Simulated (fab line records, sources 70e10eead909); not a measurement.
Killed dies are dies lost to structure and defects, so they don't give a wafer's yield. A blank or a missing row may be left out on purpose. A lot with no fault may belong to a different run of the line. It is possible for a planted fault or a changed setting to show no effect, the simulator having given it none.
Chamber matching ; flow nand-harc ; rie-diel-13 running NHARC_A_STAIRCASE_ETCH_169: 4 sister chambers
The step etches the open film in CH3F/O2, target depth 50 nm, time 107.1 s. 14 wafers are shown with their chamber, then 7 later ones without.

## WAFERS PAIRED WITH THEIR CHAMBERS
wafer;chamber;drypump-motor-current-A (A);showerhead-plenum-p-Torr (Torr);rf-vpp-V (V)
L075.2;1;5.3;2.57;244.8
L075.3;2;6.4;2.30;242.4
L075.4;0;5.5;2.64;246.2
L079.1;1;5.3;2.56;245.9
L079.5;0;5.5;2.63;246.2
L079.6;1;5.3;2.56;246.5
L083.1;3;6.3;2.56;246.1
L083.2;2;6.4;2.29;242.2
L083.6;3;6.3;2.56;245.6
L086.2;1;5.3;2.56;245.5
L086.3;2;6.4;2.29;241.9
L086.5;0;5.5;2.63;246.4
L088.2;1;5.3;2.56;246.7
L088.4;0;5.4;2.63;246.8

SIGNATURES, as means of the wafers listed above
reading;chamber 0;chamber 1;chamber 2;chamber 3;scatter within a chamber
drypump-motor-current-A;5.475;5.300;6.400;6.300;0.0274
showerhead-plenum-p-Torr;2.6325;2.5620;2.2933;2.5600;0.00471
rf-vpp-V;246.400;245.880;242.167;245.850;0.535
Rule: a wafer lies at a distance from a chamber equal to the root of the sum of squares, over the readings, of (its reading less the chamber's mean, divided by the reading's scatter). If the next closest chamber is less than 2 further off than the closest, the wafer can't be placed; otherwise it belongs to the closest. The scatter is the square root of a quotient: the sum, over the shown wafers, of each reading's squared deviation from its chamber's mean, divided by wafers minus chambers.

## WAFERS WHOSE CHAMBER IS MISSING
wafer;drypump-motor-current-A (A);showerhead-plenum-p-Torr (Torr);rf-vpp-V (V)
L088.5;6.5;2.29;241.9
L089.1;6.3;2.56;246.3
L089.3;5.5;2.63;246.5
L089.4;5.3;2.56;244.9
L093.1;5.5;2.62;246.3
L093.3;5.3;2.55;244.6
L093.4;6.5;2.28;241.4

## EACH ONE'S CHAMBER
wafer;from the rows above;in truth
L088.5;2;2
L089.1;3;3
L089.3;0;0
L089.4;1;1
L093.1;0;0
L093.3;1;1
L093.4;2;2
Correct placement for 7 of the 7. Left unplaced by these rows: 0. Placed wrongly: 0.
